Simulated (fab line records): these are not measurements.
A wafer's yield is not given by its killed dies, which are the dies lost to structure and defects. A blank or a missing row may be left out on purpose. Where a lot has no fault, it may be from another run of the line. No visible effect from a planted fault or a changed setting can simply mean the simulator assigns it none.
Comparing a struck lot with a sound one | flow nand_harc | 15 steps out of a route of 1302
Sound: the wafers L548.2, L548.4, L548.6. Struck: wafers L541.1, L541.2, L541.4. Last of all comes the cause.
Order at every step that has rows: each side's tool, ch and its chambers, its first start. Under that, the readings that differ: sound wafers | struck wafers | difference of the means | sigmas: that difference in standard deviations of wafers without a fault.
alike: readings whose means differ by less than 2 such deviations, and words and numbers that are the same on both sides. not compared: withheld readings, readings that some wafer has no value for, bounds like >300 that may hide the same value, and numbers for which the record gives no deviation and whose values overlap.
Wherever a step has rows on one side only, a row that says differs or no value, or a row with sigmas, the two part there. Numbers that don't overlap but have no deviation are shown without sigmas and don't part them. A reading that every wafer of one side lacks parts them only if that side has two wafers or more.

NHARC_A_CONTACT_INSPECT_71:
  struck on defect_inspect-02, day 26 01:07; sound on defect_inspect-01, day 29 20:44
  reading          | sound       | struck   | difference | sigmas
  raw_defect_count | 171 187 163 | 64 77 75 | -102       | -2
then, 3 steps without rows for these wafers: NHARC_A_CONTACT_DESCUM_74 (chemistry O2, time 3 s); NHARC_A_CONTACT_ETCH_75 (etches the open film in CF4, target depth 39 nm, time 65 s); NHARC_A_CONTACT_ETCH_76 (etches the open film in N2/H2, target depth 260 nm, time 475.3 s).
NHARC_A_CONTACT_ETCH_77: etches the open film in CF4/CHF3, target depth 108.9 nm, time 54.5 s.
  sound: rie_diel-05 ch 0,1,2; struck: rie_diel-09 ch 0,2,3
  alike: bias_w, cf4_flow_sccm, chf3_flow_sccm, drypump_motor_current_A, oes_product_au, rf_vpp_V, showerhead_plenum_p_Torr, throttle_valve_pct
  not compared: rf_hours_counter_h
NHARC_A_CONTACT_ETCH_78: etches the open film in O2/COS, target depth 5300 nm, time 1378 s.
  sound: rie_diel-05 ch 0,2; struck: rie_diel-09 ch 0,2,3
  alike: bias_w, chamber_pressure_mTorr, drypump_motor_current_A, oes_product_au, rf_vpp_V, showerhead_plenum_p_Torr, throttle_valve_pct
  not compared: rf_hours_counter_h
then, 3 steps without rows for these wafers: NHARC_A_CONTACT_ETCH_124 (etches the open film in C4F8/O2/Ar, time 140 s, target depth 700 nm); NHARC_A_CONTACT_ETCH_125 (etches the open film in C4F8/O2/Ar, time 197 s, target depth 1918 nm); NHARC_A_CONTACT_ETCH_126 (etches the open film in C4F8/O2/Ar, time 197 s, target depth 1918 nm).
NHARC_A_CONTACT_ETCH_127: etches the open film in C4F8/O2/Ar, time 197 s, target depth 1918 nm.
  sound on har_cap_etch-02 ch 0,1, day 29 23:05; struck on har_cap_etch-01 ch 0,1, day 26 03:28
  alike: chamber_pressure_mTorr, oes_air_line_au
  not compared: rf_hours_counter_h
NHARC_A_CONTACT_ETCH_128: etches the open film in C4F8/O2/Ar, time 197 s, target depth 1918 nm.
  sound on har_cap_etch-02 ch 0,1, day 29 23:19; struck on har_cap_etch-01 ch 0,1, day 26 03:42
  alike: chamber_pressure_mTorr, oes_air_line_au
  not compared: rf_hours_counter_h
NHARC_A_CONTACT_ETCH_129: etches the open film in C4F8/O2/Ar, time 197 s, target depth 1918 nm.
  sound on har_cap_etch-02 ch 0,1, day 29 23:33; struck on har_cap_etch-01 ch 0,1, day 26 03:56
  alike: chamber_pressure_mTorr, oes_air_line_au
  not compared: rf_hours_counter_h
NHARC_A_CONTACT_ETCH_130: etches the open film in C4F8/O2/Ar, time 197 s, target depth 1918 nm.
  sound on har_cap_etch-02 ch 0,1, day 29 23:47; struck on har_cap_etch-01 ch 0,1, day 26 04:10
  no value came back on the struck wafers for chamber_pressure_mTorr (mTorr), oes_air_line_au (a.u.); on the sound wafers chamber_pressure_mTorr (mTorr) reads 19.989 19.973 19.976
  not compared: rf_hours_counter_h
then, 1 step without rows for these wafers: NHARC_A_CONTACT_ETCH_131 (etches the open film in C4F8/O2/Ar, time 197 s, target depth 1918 nm).
-- record jumps: 2 days between struck wafers' starts before vs after; left off in module A_CONTACT, resumes in module END, first step shown is number 1302 of the route --
NHARC_END_SORT_01:
  only the struck wafers appear in the record here, on prober-01 ch 0 at day 28 13:44; the sound ones have no rows

## WHERE THEY PART
Last at NHARC_END_SORT_01 as far as this record goes, first at NHARC_A_CONTACT_INSPECT_71.

WHY: whatever the simulator had introduced
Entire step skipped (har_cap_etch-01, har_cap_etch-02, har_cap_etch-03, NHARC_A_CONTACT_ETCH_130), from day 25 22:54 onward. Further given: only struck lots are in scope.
